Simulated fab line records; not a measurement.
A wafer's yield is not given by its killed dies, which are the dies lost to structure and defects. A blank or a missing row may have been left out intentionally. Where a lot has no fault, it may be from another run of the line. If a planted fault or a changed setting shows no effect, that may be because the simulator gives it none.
A lot that was struck, set against a sound lot / flow nand_harc / 42 steps out of a route of 1302
Sound: the wafers L371.1, L371.3, L371.5. The struck wafers were L390.2, L390.5, L390.6. At the end, the cause is stated.
Per side, at each step with rows, come the tool, then ch with its chambers, and then its first start. Under that, the readings that differ: sound wafers / struck wafers / difference of the means / sigmas: that difference in standard deviations of wafers without a fault.
alike: readings with means less than 2 such deviations apart, plus words and numbers identical on both sides. not compared: withheld readings, readings lacking a value on some wafer, bounds such as >300 that could conceal the same value, and numbers that have no deviation in the record and whose values overlap.
A row with sigmas, a row that says differs or no value, or rows on one side alone: a step with any of these is where the two part. Numbers that don't overlap but have no deviation are shown without sigmas and don't part them. A reading that every wafer of one side lacks parts them only if that side has two wafers or more.

first, 2 steps without rows for these wafers: NHARC_A_CONTACT_ETCH_125 (etches the open film in C4F8/O2/Ar, time 197 s, target depth 1918 nm); NHARC_A_CONTACT_ETCH_126 (etches the open film in C4F8/O2/Ar, time 197 s, target depth 1918 nm).
NHARC_A_CONTACT_ETCH_127: etches the open film in C4F8/O2/Ar, time 197 s, target depth 1918 nm.
  sound on har_cap_etch-03 ch 0,1, day 22 20:59; struck on har_cap_etch-03 ch 0,1, day 31 09:04
  not compared: rf_hours_counter_h
then, 5 steps without rows for these wafers: NHARC_A_CONTACT_ETCH_128 (etches the open film in C4F8/O2/Ar, time 197 s, target depth 1918 nm); NHARC_A_CONTACT_ETCH_129 (etches the open film in C4F8/O2/Ar, time 197 s, target depth 1918 nm); NHARC_A_CONTACT_ETCH_130 (etches the open film in C4F8/O2/Ar, time 197 s, target depth 1918 nm); NHARC_A_CONTACT_ETCH_131 (etches the open film in C4F8/O2/Ar, time 197 s, target depth 1918 nm); NHARC_A_CONTACT_ETCH_132 (etches the open film in C4F8/O2/Ar, time 197 s, target depth 1924 nm).
NHARC_A_CONTACT_ETCH_133: etches the open film in C4F8/O2/Ar, time 374 s, target depth 1610 nm.
  sound on har_cap_etch-03 ch 0,1, day 22 22:28; struck on har_cap_etch-03 ch 0,1, day 31 10:07
  not compared: rf_hours_counter_h
NHARC_A_CONTACT_ETCH_91: etches the open film in CH3F/O2, target depth 40 nm, time 85.7 s.
  sound on rie_diel-11 ch 0,2,3, day 22 23:21; struck on rie_diel-13 ch 0,1, day 31 10:54
  alike: drypump_motor_current_A, oes_product_au, rf_vpp_V, showerhead_plenum_p_Torr, throttle_valve_pct
  not compared: rf_hours_counter_h
then, 1 step without rows for these wafers: NHARC_A_CONTACT_ETCH_97 (etches the open film in C4F6/O2, target depth 20 nm, time 10 s).
NHARC_A_CONTACT_CD_MEAS_80:
  sound on cd_sem-03, day 22 23:35; struck on cd_sem-01, day 31 11:07
  alike: cd_nm
NHARC_A_CONTACT_STRIP_103: strips in N2/H2.
  sound on rie_diel-04 ch 2,3, day 22 23:41; struck on rie_diel-04 ch 2,3, day 31 11:12
then, 17 steps without rows for these wafers: NHARC_A_CONTACT_STRIP_104 (strips in CF4/CHF3); NHARC_A_CONTACT_STRIP_105 (strips in O2/COS); NHARC_A_CONTACT_ETCH_106 (etches the open film in CF4/O2, target depth 90 nm, overetch 9 nm, time 49.5 s); NHARC_A_CONTACT_STRIP_82 (strips in O2); NHARC_A_CONTACT_STRIP_83 (strips in post etch residue remover, time 600 s); NHARC_A_CONTACT_DEP_84 (deposits aC, target thk 2800 nm); NHARC_A_CONTACT_DEP_85 (deposits SiON, target thk 60 nm); NHARC_A_CONTACT_DEHYDRATE_00 (time 120 s); NHARC_A_CONTACT_HMDS_01 (time 30 s); NHARC_A_CONTACT_COAT_86 (time 75 s); NHARC_A_CONTACT_COAT_87 (time 65 s); NHARC_A_CONTACT_COAT_02 (resist thk 90 nm); NHARC_A_CONTACT_SOFTBAKE_03 (time 55 s); NHARC_A_CONTACT_EBR_04; NHARC_A_CONTACT_EXPOSE_05 (exposes mask A CC); NHARC_A_CONTACT_PEB_06 (peb time 65 s); NHARC_A_CONTACT_DEVELOP_07 (develop time 35 s).
NHARC_A_CONTACT_CD_MEAS_08: the cd target is 200 nm.
  sound on cd_sem-03 ch 0, day 23 03:44; struck on cd_sem-02 ch 0, day 31 14:34
  alike: cd_nm
NHARC_A_CONTACT_OVL_MEAS_09:
  sound on overlay-01, day 23 03:49; struck on overlay-02, day 31 14:39
  alike: overlay_x_nm, overlay_y_nm
then, 2 steps without rows for these wafers: NHARC_A_CONTACT_DESCUM_13 (chemistry O2, time 3 s); NHARC_A_CONTACT_ETCH_88 (etches the open film in CF4, target depth 39 nm, time 65 s).
NHARC_A_CONTACT_ETCH_89: etches the open film in N2/H2, target depth 260 nm, time 475.3 s.
  sound on rie_diel-11 ch 0,1, day 23 04:09; struck on rie_diel-11 ch 0,1
  alike: drypump_motor_current_A, oes_product_au, rf_vpp_V, showerhead_plenum_p_Torr, throttle_valve_pct
  not compared: rf_hours_counter_h
then, 5 steps without rows for these wafers: NHARC_A_CONTACT_ETCH_30 (etches the open film in CF4/CHF3, target depth 72.6 nm, time 36.3 s); NHARC_A_CONTACT_ETCH_31 (etches the open film in O2/COS, target depth 2800 nm, time 728 s); NHARC_A_CONTACT_ETCH_134 (etches the open film in C4F8/O2/Ar, time 140 s, target depth 700 nm); NHARC_A_CONTACT_ETCH_135 (etches the open film in C4F8/O2/Ar, time 311 s, target depth 1912 nm); NHARC_A_CONTACT_ETCH_136 (etches the open film in C4F8/O2/Ar, time 311 s, target depth 1912 nm).
NHARC_A_CONTACT_ETCH_137: etches the open film in C4F8/O2/Ar, time 311 s, target depth 1912 nm.
  sound on har_cap_etch-03 ch 1, day 23 06:01; struck on har_cap_etch-01 ch 0,1, day 31 17:02
  not compared: rf_hours_counter_h
NHARC_END_SORT_01:
  only the struck wafers appear in the record here, on prober-01 ch 0 at day 33 15:31; the sound ones have no rows

WHERE THEY PART
NHARC_END_SORT_01 only, going by this record.

WHY: what had been put in by the simulator
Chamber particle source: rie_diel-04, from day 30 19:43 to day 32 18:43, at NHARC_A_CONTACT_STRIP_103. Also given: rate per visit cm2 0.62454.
